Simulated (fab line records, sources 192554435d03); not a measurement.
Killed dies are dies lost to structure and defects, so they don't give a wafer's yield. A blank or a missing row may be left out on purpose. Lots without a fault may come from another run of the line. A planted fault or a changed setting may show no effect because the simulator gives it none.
Chamber matching | flow n5_finfet | N5_MIM_TOP_ALD_00 on ald_hk-01: 4 sister chambers
The step deposits Al2O3, purge time 3 s, co reactant pulse time 3 s. 8 wafers are shown with their chamber, then 11 later ones without.

WAFERS WITH THEIR CHAMBER
wafer  | chamber | precursor_pulse_height_rel
L082.4 | 3       | 1.020
L086.1 | 2       | 0.962
L086.3 | 1       | 1.032
L086.4 | 0       | 0.989
L085.1 | 3       | 0.982
L085.2 | 2       | 1.024
L085.3 | 0       | 0.973
L085.4 | 1       | 0.992

WAFERS WITHOUT THEIR CHAMBER
wafer  | precursor_pulse_height_rel
L085.5 | 0.982
L085.6 | 1.013
L088.2 | 0.999
L088.3 | 1.018
L088.5 | 1.015
L093.2 | 1.001
L093.4 | 0.976
L093.6 | 0.984
L095.2 | 1.000
L095.5 | 0.971
L095.6 | 1.010

WHICH CHAMBER EACH WENT THROUGH
wafer  | from the rows above               | in truth
L085.5 | can't be placed: 0 or 2 or 3 or 1 | 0
L085.6 | can't be placed: 1 or 3 or 2 or 0 | 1
L088.2 | can't be placed: 3 or 2 or 1 or 0 | 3
L088.3 | can't be placed: 1 or 3 or 2 or 0 | 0
L088.5 | can't be placed: 1 or 3 or 2 or 0 | 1
L093.2 | can't be placed: 3 or 2 or 1 or 0 | 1
L093.4 | can't be placed: 0 or 2 or 3 or 1 | 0
L093.6 | can't be placed: 0 or 2 or 3 or 1 | 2
L095.2 | can't be placed: 3 or 2 or 1 or 0 | 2
L095.5 | can't be placed: 0 or 2 or 3 or 1 | 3
L095.6 | can't be placed: 1 or 3 or 2 or 0 | 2
Placed correctly: 0 of 11. Can't be placed from these rows: 11 (the true chamber is among the candidates in 11). Placed wrongly: 0.
How it was worked out, from the rows above alone: a wafer's distance from a chamber is the root of the sum, over the readings, of the square of ((its reading less the chamber's mean) divided by the reading's scatter). The wafer belongs to the nearest chamber; if the next one is less than 2 further off, it can't be placed. A chamber's mean is the mean of its shown wafers. The scatter: the root of (the sum of the squares of (reading less its chamber's mean) over the shown wafers, divided by (wafers less chambers)).
